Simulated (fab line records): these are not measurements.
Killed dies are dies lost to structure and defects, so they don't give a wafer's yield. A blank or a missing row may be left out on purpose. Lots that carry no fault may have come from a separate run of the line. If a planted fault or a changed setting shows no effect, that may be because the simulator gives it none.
Matching of chambers / flow nandHarc / NHARC_P_M2_ETCH_35 on rieDiel-09: 4 sister chambers
The step etches the open film in N2/H2, target depth 40 nm, overetch 12 nm, time 43.94 s. 8 wafers are shown with their chamber, then 12 later ones without.

== WAFERS PAIRED WITH THEIR CHAMBERS ==
wafer=L086.1; chamber=1; drypumpMotorCurrentA (A)=5.8; showerheadPlenumPTorr (Torr)=2.18
wafer=L086.2; chamber=3; drypumpMotorCurrentA (A)=4.7; showerheadPlenumPTorr (Torr)=2.18
wafer=L086.6; chamber=2; drypumpMotorCurrentA (A)=5.8; showerheadPlenumPTorr (Torr)=2.13
wafer=L084.2; chamber=3; drypumpMotorCurrentA (A)=4.7; showerheadPlenumPTorr (Torr)=2.18
wafer=L084.4; chamber=1; drypumpMotorCurrentA (A)=5.7; showerheadPlenumPTorr (Torr)=2.18
wafer=L088.1; chamber=0; drypumpMotorCurrentA (A)=6.0; showerheadPlenumPTorr (Torr)=2.08
wafer=L088.3; chamber=2; drypumpMotorCurrentA (A)=5.8; showerheadPlenumPTorr (Torr)=2.13
wafer=L088.6; chamber=0; drypumpMotorCurrentA (A)=6.0; showerheadPlenumPTorr (Torr)=2.07

== WAFERS MISSING THEIR CHAMBER ==
wafer=L091.2; drypumpMotorCurrentA (A)=5.8; showerheadPlenumPTorr (Torr)=2.18
wafer=L091.3; drypumpMotorCurrentA (A)=6.0; showerheadPlenumPTorr (Torr)=2.08
wafer=L091.4; drypumpMotorCurrentA (A)=5.8; showerheadPlenumPTorr (Torr)=2.13
wafer=L092.2; drypumpMotorCurrentA (A)=5.7; showerheadPlenumPTorr (Torr)=2.18
wafer=L092.4; drypumpMotorCurrentA (A)=6.0; showerheadPlenumPTorr (Torr)=2.07
wafer=L092.5; drypumpMotorCurrentA (A)=6.0; showerheadPlenumPTorr (Torr)=2.07
wafer=L090.1; drypumpMotorCurrentA (A)=6.0; showerheadPlenumPTorr (Torr)=2.07
wafer=L090.2; drypumpMotorCurrentA (A)=5.7; showerheadPlenumPTorr (Torr)=2.18
wafer=L090.5; drypumpMotorCurrentA (A)=4.7; showerheadPlenumPTorr (Torr)=2.18
wafer=L096.1; drypumpMotorCurrentA (A)=6.0; showerheadPlenumPTorr (Torr)=2.08
wafer=L096.2; drypumpMotorCurrentA (A)=5.8; showerheadPlenumPTorr (Torr)=2.13
wafer=L096.4; drypumpMotorCurrentA (A)=4.7; showerheadPlenumPTorr (Torr)=2.18

== WHICH CHAMBER EACH ONE RAN IN ==
wafer=L091.2; from the rows above=1; in truth=1
wafer=L091.3; from the rows above=0; in truth=0
wafer=L091.4; from the rows above=2; in truth=2
wafer=L092.2; from the rows above=1; in truth=1
wafer=L092.4; from the rows above=0; in truth=0
wafer=L092.5; from the rows above=0; in truth=0
wafer=L090.1; from the rows above=0; in truth=0
wafer=L090.2; from the rows above=1; in truth=1
wafer=L090.5; from the rows above=3; in truth=3
wafer=L096.1; from the rows above=0; in truth=0
wafer=L096.2; from the rows above=2; in truth=2
wafer=L096.4; from the rows above=3; in truth=3
Correct placement for 12 of the 12. Not placeable from these rows: 0. Placed wrongly: 0.
How it was worked out, from the rows above alone: a wafer's distance from a chamber is the root of the sum, over the readings, of the square of ((its reading less the chamber's mean) divided by the reading's scatter). The wafer belongs to the nearest chamber; if the next one is less than 2 further off, it can't be placed. A chamber's mean is the mean of its shown wafers. The scatter: take each reading less its chamber's mean, square it, sum over the shown wafers, divide by the number of wafers less the number of chambers, and take the root.
